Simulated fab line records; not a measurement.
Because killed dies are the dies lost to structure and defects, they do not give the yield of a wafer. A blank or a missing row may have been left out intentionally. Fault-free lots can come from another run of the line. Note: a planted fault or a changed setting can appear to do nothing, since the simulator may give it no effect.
Chamber matching + flow n5Finfet + N5_BEOL_M9_ETCH_76 on rieDiel-06: 4 sister chambers
The step etches underlayer in N2/H2, target depth 6.5 nm, time 5.2 s. 14 wafers are shown with their chamber, then 7 later ones without.

## WAFERS WITH THEIR CHAMBER
| wafer  | chamber | showerheadPlenumPTorr (Torr) | throttleValvePct (%) | oesProductAu (a.u.) |
|--------|---------|------------------------------|----------------------|---------------------|
| L076.1 | 0       | 2.66                         | 18.09                | 0.62                |
| L076.2 | 1       | 2.47                         | 18.03                | 0.72                |
| L076.3 | 3       | 2.72                         | 17.73                | 0.72                |
| L076.4 | 2       | 2.55                         | 17.95                | 0.64                |
| L076.5 | 3       | 2.71                         | 17.74                | 0.71                |
| L076.6 | 0       | 2.66                         | 18.10                | 0.62                |
| L077.1 | 1       | 2.46                         | 18.03                | 0.71                |
| L077.4 | 3       | 2.71                         | 17.72                | 0.73                |
| L077.5 | 2       | 2.55                         | 17.95                | 0.64                |
| L082.1 | 3       | 2.71                         | 17.76                | 0.71                |
| L082.4 | 2       | 2.54                         | 17.98                | 0.64                |
| L082.5 | 2       | 2.55                         | 17.97                | 0.65                |
| L085.1 | 2       | 2.54                         | 17.99                | 0.63                |
| L085.3 | 1       | 2.46                         | 18.07                | 0.70                |

SIGNATURES, as means of the wafers listed above
| reading               | chamber 0 | chamber 1 | chamber 2 | chamber 3 | scatter within a chamber |
|-----------------------|-----------|-----------|-----------|-----------|--------------------------|
| showerheadPlenumPTorr | 2.6600    | 2.4633    | 2.5460    | 2.7125    | 0.00512                  |
| throttleValvePct      | 18.0950   | 18.0433   | 17.9680   | 17.7375   | 0.0181                   |
| oesProductAu          | 0.6200    | 0.7100    | 0.6400    | 0.7175    | 0.00822                  |
Rule: a wafer's distance from a chamber is the root of the sum, over the readings, of the square of ((its reading less the chamber's mean) divided by the reading's scatter). The wafer belongs to the nearest chamber; if the next one is less than 2 further off, it can't be placed. The scatter: take each reading less its chamber's mean, square it, sum over the shown wafers, divide by the number of wafers less the number of chambers, and take the root.

## WAFERS WITH NO CHAMBER GIVEN
| wafer  | showerheadPlenumPTorr (Torr) | throttleValvePct (%) | oesProductAu (a.u.) |
|--------|------------------------------|----------------------|---------------------|
| L085.6 | 2.71                         | 17.75                | 0.71                |
| L088.3 | 2.65                         | 18.12                | 0.61                |
| L088.4 | 2.71                         | 17.75                | 0.71                |
| L088.5 | 2.65                         | 18.12                | 0.62                |
| L084.2 | 2.71                         | 17.74                | 0.70                |
| L084.4 | 2.71                         | 17.76                | 0.70                |
| L084.5 | 2.65                         | 18.12                | 0.62                |

## CHAMBER TAKEN BY EACH
| wafer  | from the rows above | in truth |
|--------|---------------------|----------|
| L085.6 | 3                   | 3        |
| L088.3 | 0                   | 0        |
| L088.4 | 3                   | 3        |
| L088.5 | 0                   | 0        |
| L084.2 | 3                   | 3        |
| L084.4 | 3                   | 3        |
| L084.5 | 0                   | 0        |
Correctly placed: 7 of 7. Can't be placed from these rows: 0. 0 placed wrongly.
